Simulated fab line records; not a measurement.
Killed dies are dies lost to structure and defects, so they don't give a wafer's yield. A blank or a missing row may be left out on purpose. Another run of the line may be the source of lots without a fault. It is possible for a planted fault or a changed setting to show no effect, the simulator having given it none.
2 desks looking at one fault | flow nandHarc | what lay behind the numbers comes last; until then each desk has only its own

== FOR THE TOOL OWNER'S DESK: rieDiel-07 ==
The tool's own readings at NHARC_A_CHANNEL_HOLE_D1_ETCH_16 (etches the open film in O2/COS, target depth 3100 nm, time 806 s): means of the sampled wafers that have a number, for each lot that ran on this tool. A lot is out of limits, marked OUT, if its mean lies more than 4 standard deviations from the usual mean; the brackets give that distance. It has 8 readings, of which 7 appear: the earliest out of limits, and the ones furthest out on some lot.
Columns: A = drypumpMotorCurrentA at NHARC_A_CHANNEL_HOLE_D1_ETCH_16, usual 5.8 A; B = o2FlowSccm at NHARC_A_CHANNEL_HOLE_D1_ETCH_16, usual 399.9 sccm; C = oesProductAu at NHARC_A_CHANNEL_HOLE_D1_ETCH_16, usual 0.998 a.u.; D = rfVppV at NHARC_A_CHANNEL_HOLE_D1_ETCH_16, usual 315.1 V; E = runLengthS at NHARC_A_CHANNEL_HOLE_D1_ETCH_16, usual 827.1 s; F = showerheadPlenumPTorr at NHARC_A_CHANNEL_HOLE_D1_ETCH_16, usual 3.19 Torr; G = throttleValvePct at NHARC_A_CHANNEL_HOLE_D1_ETCH_16, usual 28.331 %
lot  | first seen here | A   | B     | C     | D     | E                       | F    | G
L842 | day 9 10:10     | 4.7 | 400.4 | 1.000 | 313.7 | 827.2                   | 3.10 | 28.335
L850 | day 12 21:14    | 5.2 | 401.0 | 1.002 | 315.9 | 730.2 (-99 or more) OUT | 3.20 | 28.329
L851 | day 13 13:46    | 5.4 | 400.1 | 1.000 | 315.4 | 634.0 (-99 or more) OUT | 3.12 | 28.331
L858 | day 16 11:32    | 5.2 | 399.0 | 1.005 | 314.5 | 827.0                   | 3.15 | 28.325
L859 | day 16 12:02    | 5.2 | 399.9 | 1.010 | 314.4 | 827.1                   | 3.15 | 28.339
This desk finds L850, L851 out of limits, L850 being first, at day 12 21:14 (runLengthS at NHARC_A_CHANNEL_HOLE_D1_ETCH_16). Within limits: L842, L858, L859.

== FROM THE METROLOGY DESK ==
What the gauges read for every lot (on any tool): the sampled wafers with a number, averaged. A lot is out of limits, marked OUT, if its mean lies more than 4 standard deviations from the usual mean; the brackets give that distance.
Columns: A = cdNm at NHARC_A_CHANNEL_HOLE_D1_CD_MEAS_18, usual 99.0 nm
lot  | first seen here | A
L837 | day 7 17:01     | 100.5
L839 | day 8 13:56     | 100.3
L841 | day 9 03:02     | 101.0
L842 | day 9 10:41     | 96.9
L840 | day 9 21:33     | 100.5
L843 | day 10 04:35    | 102.4
L850 | day 12 21:46    | 100.2
L851 | day 13 14:20    | 97.2
L856 | day 15 15:25    | 100.4
L858 | day 16 12:07    | 97.3
L859 | day 16 12:34    | 96.5
L860 | day 16 21:33    | 97.8
Result from this desk: across the 12 lots, nothing is out of limits.

== TAKEN TOGETHER ==
At day 12 21:14, on L850, L851, the tool owner's desk was in a position to raise an alarm.
The metrology desk saw nothing out of limits.
The metrology desk has L850, L851 on record, within its limits.
Every lot named ran NHARC_A_CHANNEL_HOLE_D1_ETCH_16 on rieDiel-07.

== WHAT THE SIMULATOR HAD PUT IN ==
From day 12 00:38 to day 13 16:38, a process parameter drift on rieDiel-07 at NHARC_A_CHANNEL_HOLE_D1_ETCH_16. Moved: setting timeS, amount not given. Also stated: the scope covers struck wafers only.
Lots struck among those shown: L850, L851.
How many hours passed from the start of the fault until each desk's first out-of-limits reading: the tool owner's desk, 21.
